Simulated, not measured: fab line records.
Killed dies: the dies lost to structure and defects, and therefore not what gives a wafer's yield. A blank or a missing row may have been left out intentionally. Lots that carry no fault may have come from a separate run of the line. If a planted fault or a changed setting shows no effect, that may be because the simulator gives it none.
Lot-split experiment | flow n5Finfet | 7 lots, 39 wafers read, on a route of 1938 steps

== THE SPLIT ITSELF ==
At N5_MOL_CONTACT_COAG_ETCHBACK_135 (etches SiO2 in CHF3, target depth 25 nm, time 16.7 s), the setting timeS was moved away from the recipe's 16.7 s on 18 of the 39 wafers read, by -23.5% to +20.2%. All remaining wafers had this setting at the recipe value.

The reading is taken at the split's own step.

== THE READING ==
SOC_of_MOL_CONTACT_COAG_COAT_75.thkNm (the simulator's own value, which no gauge read), in nm, at N5_MOL_CONTACT_COAG_ETCHBACK_135 (etches SiO2 in CHF3, target depth 25 nm, time 16.7 s). The file gives no usual value for it. Across the 21 wafers here that went through the recipe, the average is 57.4 nm and the standard deviation 0.18 nm.

wafer  | tool, chamber at the split | timeS as run, s | against the recipe | SOC_of_MOL_CONTACT_COAG_COAT_75.thkNm, nm | against lot-mates on the recipe
L074.1 | rieDiel-05, 2,0            | 12.77           | -23.5%             | 58                                        | +0.6
L074.3 | rieDiel-05, 2,0            | 12.77           | -23.5%             | 58                                        | +0.6
L074.2 | rieDiel-05, 1,1,0          | 16.7            | recipe             | 57.4                                      | -
L074.5 | rieDiel-05, 1,1,0          | 16.7            | recipe             | 57.4                                      | -
L074.6 | rieDiel-05, 1,1,0          | 16.7            | recipe             | 57.4                                      | -
L074.4 | rieDiel-05, 3              | 12.77           | -23.5%             | 57.8                                      | +0.4
L079.1 | rieDiel-02, 1              | 16.7            | recipe             | 57.8                                      | -
L079.2 | rieDiel-02, 0,3            | 17.71           | +6.0%              | 57.2                                      | -0.4
L079.3 | rieDiel-02, 0,3            | 17.71           | +6.0%              | 57.2                                      | -0.4
L079.4 | rieDiel-02, 0              | 17.71           | +6.0%              | 57.4                                      | -0.2
L079.5 | rieDiel-02, 3              | 16.7            | recipe             | 57.6                                      | -
L079.6 | rieDiel-02, 1              | 16.7            | recipe             | 57.4                                      | -
L084.1 | rieDiel-02, 0,1            | 15.06           | -9.8%              | 57.4                                      | +0.3
L084.5 | rieDiel-02, 0,1            | 15.06           | -9.8%              | 57.4                                      | +0.3
L084.2 | rieDiel-02, 1              | 15.06           | -9.8%              | 57.6                                      | +0.5
L084.3 | rieDiel-02, 2              | 16.7            | recipe             | 57                                        | -
L084.4 | rieDiel-02, 3,2            | 16.7            | recipe             | 57.2                                      | -
L084.6 | rieDiel-02, 3,2            | 16.7            | recipe             | 57.2                                      | -
L089.3 | rieDiel-02, 0,2,3          | 16.7            | recipe             | 57.4                                      | -
L089.4 | rieDiel-02, 0,2,3          | 16.7            | recipe             | 57.4                                      | -
L089.5 | rieDiel-02, 0,2,3          | 16.7            | recipe             | 57.4                                      | -
L091.1 | rieDiel-01, 3              | 20.07           | +20.2%             | 57.4                                      | -0.3
L091.2 | rieDiel-01, 0              | 20.07           | +20.2%             | 57.2                                      | -0.5
L091.3 | rieDiel-01, 1,0            | 16.7            | recipe             | 57.6                                      | -
L091.5 | rieDiel-01, 1,0            | 16.7            | recipe             | 57.6                                      | -
L091.4 | rieDiel-01, 1              | 20.07           | +20.2%             | 56.8                                      | -0.9
L091.6 | rieDiel-01, 3              | 16.7            | recipe             | 57.8                                      | -
L092.1 | rieDiel-05, 1,3            | 16.7            | recipe             | 57.4                                      | -
L092.3 | rieDiel-05, 1,3            | 16.7            | recipe             | 57.4                                      | -
L092.2 | rieDiel-05, 2,0,0          | 19.83           | +18.7%             | 57                                        | -0.5
L092.4 | rieDiel-05, 2,0,0          | 19.83           | +18.7%             | 57                                        | -0.5
L092.6 | rieDiel-05, 2,0,0          | 19.83           | +18.7%             | 57                                        | -0.5
L092.5 | rieDiel-05, 1              | 16.7            | recipe             | 57.6                                      | -
L094.1 | rieDiel-01, 1,3            | 16.7            | recipe             | 57.4                                      | -
L094.2 | rieDiel-01, 1,3            | 16.7            | recipe             | 57.4                                      | -
L094.3 | rieDiel-01, 0              | 16.7            | recipe             | 57.6                                      | -
L094.4 | rieDiel-01, 2              | 13.26           | -20.6%             | 58                                        | +0.5
L094.5 | rieDiel-01, 3              | 13.26           | -20.6%             | 57.8                                      | +0.3
L094.6 | rieDiel-01, 2              | 13.26           | -20.6%             | 58.2                                      | +0.7
When a row names more than one chamber, that row covers several wafers, and the file does not tell which wafer ran in which chamber.

THE FIT
A straight line over all 39 wafers: SOC_of_MOL_CONTACT_COAG_COAT_75.thkNm changes by -0.0208 nm for each +1% of timeS; r = -0.81; the points scatter about the line by 0.18 nm.
The same after taking each lot's own level away (the mean of its wafers on the recipe; 39 wafers): -0.0259 nm for each +1%; r = -0.92; scatter 0.13 nm.
According to that fit, moving timeS by its largest amount changes the reading by 0.61 nm.
The lots' own levels span 57.13 to 57.67 nm, that is 2.9 times the standard deviation above.
So the lot-to-lot level changes the slope: the two fits differ.
Check: for one of the wafers moved furthest among these (-23.5%), held out of the fit, the line's prediction against its lot-mates is +0.597 nm. Against them it came out at +0.6 nm.

== THE OTHER SPLITS THESE WAFERS WENT THROUGH ==
Other splits were also applied to these wafers ahead of the reading. Each is held against what the fit with the lots' levels taken away leaves over:
other split on the same wafers            | wafers away from the commonest value | r with SOC_of_MOL_CONTACT_COAG_COAT_75.thkNm (lot level and that fit taken away)
N5_DUMMY_GATE_ETCH_37 sourceW             | 15                                   | -0.02
N5_SD_EPI_N_ETCH_35 timeS                 | 9                                    | +0.17
N5_GATE_CUT_ETCH_58 targetDepthA          | 12                                   | +0.03
N5_GATE_CUT_HM_DEP_46 targetThkA          | 15                                   | -0.04
N5_GATE_CUT_CUT_ETCH_54 Cl2_flow_sccm     | 15                                   | -0.20
N5_MOL_CONTACT_COAG_IMPLANT_129 energyKev | 15                                   | +0.16
N5_MOL_CONTACT_COAG_ALD_27 timeS          | 18                                   | +0.08

== FILE'S OWN FIT ==
SOC_of_MOL_CONTACT_COAG_COAT_75.thkNm changes by -0.0259 nm for each +1% of timeS, r = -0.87.
